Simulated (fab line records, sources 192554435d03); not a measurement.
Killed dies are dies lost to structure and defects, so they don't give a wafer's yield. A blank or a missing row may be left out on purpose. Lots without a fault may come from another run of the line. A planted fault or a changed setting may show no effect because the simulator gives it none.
Split-lot experiment | flow n5_finfet | 7 lots, 39 wafers read, on a route of 1938 steps

THE SPLIT
At N5_SD_EPI_P_EPI_21 (deposits SiGe:B, time 355 s), the setting epi_growth_time_s was moved away from the recipe's 355 s on 18 of the 39 wafers read, by -50.9% to +41.5%. The other wafers ran this setting at the recipe's value.

The reading is taken at the split's own step.

THE READING
SiGe-B_of_SD_EPI_P_EPI_21.thk_nm (the simulator's own value, which no gauge read), in nm, at N5_SD_EPI_P_EPI_21 (deposits SiGe:B, time 355 s). The file gives no usual value for it. The 21 wafers here that ran the recipe average 61.1 nm, standard deviation 0.67 nm.

wafer  | tool, chamber at the split | epi_growth_time_s as run, s | against the recipe | SiGe-B_of_SD_EPI_P_EPI_21.thk_nm, nm | against lot-mates on the recipe
L078.1 | epi_rpcvd-01, 0            | 194                         | -45.4%             | 36.2                                 | -24.9
L078.2 | epi_rpcvd-01, 0            | 194                         | -45.4%             | 37                                   | -24.1
L078.3 | epi_rpcvd-01, 0            | 194                         | -45.4%             | 35.8                                 | -25.3
L078.4 | epi_rpcvd-01, 0            | 355                         | recipe             | 60.8                                 | -
L078.5 | epi_rpcvd-01, 0            | 355                         | recipe             | 60.8                                 | -
L078.6 | epi_rpcvd-01, 0            | 355                         | recipe             | 61.6                                 | -
L085.1 | epi_rpcvd-02, 0            | 282.6                       | -20.4%             | 52.6                                 | -7.3
L085.2 | epi_rpcvd-02, 0            | 282.6                       | -20.4%             | 52.6                                 | -7.3
L085.4 | epi_rpcvd-02, 0            | 282.6                       | -20.4%             | 52.6                                 | -7.3
L085.3 | epi_rpcvd-02, 0            | 355                         | recipe             | 60                                   | -
L085.5 | epi_rpcvd-02, 0            | 355                         | recipe             | 59.8                                 | -
L085.6 | epi_rpcvd-02, 0            | 355                         | recipe             | 59.8                                 | -
L086.1 | epi_rpcvd-03, 0            | 355                         | recipe             | 61.4                                 | -
L086.2 | epi_rpcvd-03, 0            | 355                         | recipe             | 61.2                                 | -
L086.3 | epi_rpcvd-03, 0            | 355                         | recipe             | 60.6                                 | -
L086.4 | epi_rpcvd-03, 0            | 174.2                       | -50.9%             | 32.8                                 | -28.3
L086.5 | epi_rpcvd-03, 0            | 174.2                       | -50.9%             | 32.6                                 | -28.5
L086.6 | epi_rpcvd-03, 0            | 174.2                       | -50.9%             | 33                                   | -28.1
L089.1 | epi_rpcvd-02, 0            | 191.5                       | -46.1%             | 35.8                                 | -25.5
L089.2 | epi_rpcvd-02, 0            | 355                         | recipe             | 61.6                                 | -
L089.3 | epi_rpcvd-02, 0            | 191.5                       | -46.1%             | 35.4                                 | -25.9
L089.4 | epi_rpcvd-02, 0            | 191.5                       | -46.1%             | 36.2                                 | -25.1
L089.5 | epi_rpcvd-02, 0            | 355                         | recipe             | 61.2                                 | -
L089.6 | epi_rpcvd-02, 0            | 355                         | recipe             | 61.2                                 | -
L090.1 | epi_rpcvd-02, 0            | 182.7                       | -48.5%             | 34.4                                 | -27.1
L090.2 | epi_rpcvd-02, 0            | 182.7                       | -48.5%             | 34.4                                 | -27.1
L090.3 | epi_rpcvd-02, 0            | 355                         | recipe             | 61.4                                 | -
L090.4 | epi_rpcvd-02, 0            | 355                         | recipe             | 61.8                                 | -
L090.5 | epi_rpcvd-02, 0            | 182.7                       | -48.5%             | 34.6                                 | -26.9
L090.6 | epi_rpcvd-02, 0            | 355                         | recipe             | 61.2                                 | -
L093.1 | epi_rpcvd-01, 0            | 355                         | recipe             | 61.6                                 | -
L093.2 | epi_rpcvd-01, 0            | 355                         | recipe             | 61.8                                 | -
L093.3 | epi_rpcvd-01, 0            | 355                         | recipe             | 62.2                                 | -
L093.4 | epi_rpcvd-01, 0            | 502.5                       | +41.5%             | 79                                   | +17.1
L093.5 | epi_rpcvd-01, 0            | 502.5                       | +41.5%             | 78.8                                 | +16.9
L093.6 | epi_rpcvd-01, 0            | 502.5                       | +41.5%             | 78.6                                 | +16.7
L096.2 | epi_rpcvd-02, 0            | 355                         | recipe             | 61.8                                 | -
L096.4 | epi_rpcvd-02, 0            | 355                         | recipe             | 60.2                                 | -
L096.5 | epi_rpcvd-02, 0            | 355                         | recipe             | 60.8                                 | -

THE FIT
A straight line over all 39 wafers: SiGe-B_of_SD_EPI_P_EPI_21.thk_nm changes by +0.517 nm for each +1% of epi_growth_time_s; r = +0.99; the points scatter about the line by 1.5 nm.
The same after taking each lot's own level away (the mean of its wafers on the recipe; 39 wafers): +0.513 nm for each +1%; r = +0.99; scatter 1.8 nm.
On that fit, the largest move of epi_growth_time_s shifts the reading by 26 nm.
The lots' own levels span 59.87 to 61.87 nm, that is 3.0 times the standard deviation above.
So the lot-to-lot level changes the slope little: the two slopes agree.
Check: with one of the wafers moved furthest among these (-50.9%) left out of the fit, the line predicts -26.7 nm for it against its lot-mates. It came out at -28.3 nm against them.

OTHER SPLITS ON THESE WAFERS
These wafers also went through other splits before the reading. Each is held against what the fit with the lots' levels taken away leaves over:
other split on the same wafers          | wafers away from the commonest value | r with SiGe-B_of_SD_EPI_P_EPI_21.thk_nm (lot level and that fit taken away)
N5_ZERO_LAYER_DEVELOP_10 develop_time_s | 15                                   | -0.12
N5_FIN_SAQP_HM_DEP_03 target_thk_a      | 12                                   | +0.34

THE WHOLE CHAIN: every reading that the file lists as answering this split, in the file's order
step                        | what it does                 | reading                                                                           | change (the file's fit)                                                            | r (the file's)
N5_SD_EPI_P_EPI_21          | deposits SiGe:B, time 355 s  | SiGe-B_of_SD_EPI_P_EPI_21.thk_nm (the simulator's own value, which no gauge read) | +0.523 nm for each +1% of the setting                                              | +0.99
N5_SD_EPI_P_EPI_MEAS_23     |                              | thk_nm                                                                            | withheld for each +1% of the setting                                               | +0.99
N5_SD_ACTIVATION_RS_MEAS_03 | measures by four-point-probe | RS_SD_P                                                                           | not straight: 104.6 at the lowest setting, 55.8 at the recipe, 43.2 at the highest | not given

THE FILE'S OWN FIT
SiGe-B_of_SD_EPI_P_EPI_21.thk_nm changes by +0.523 nm for each +1% of epi_growth_time_s, r = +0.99.
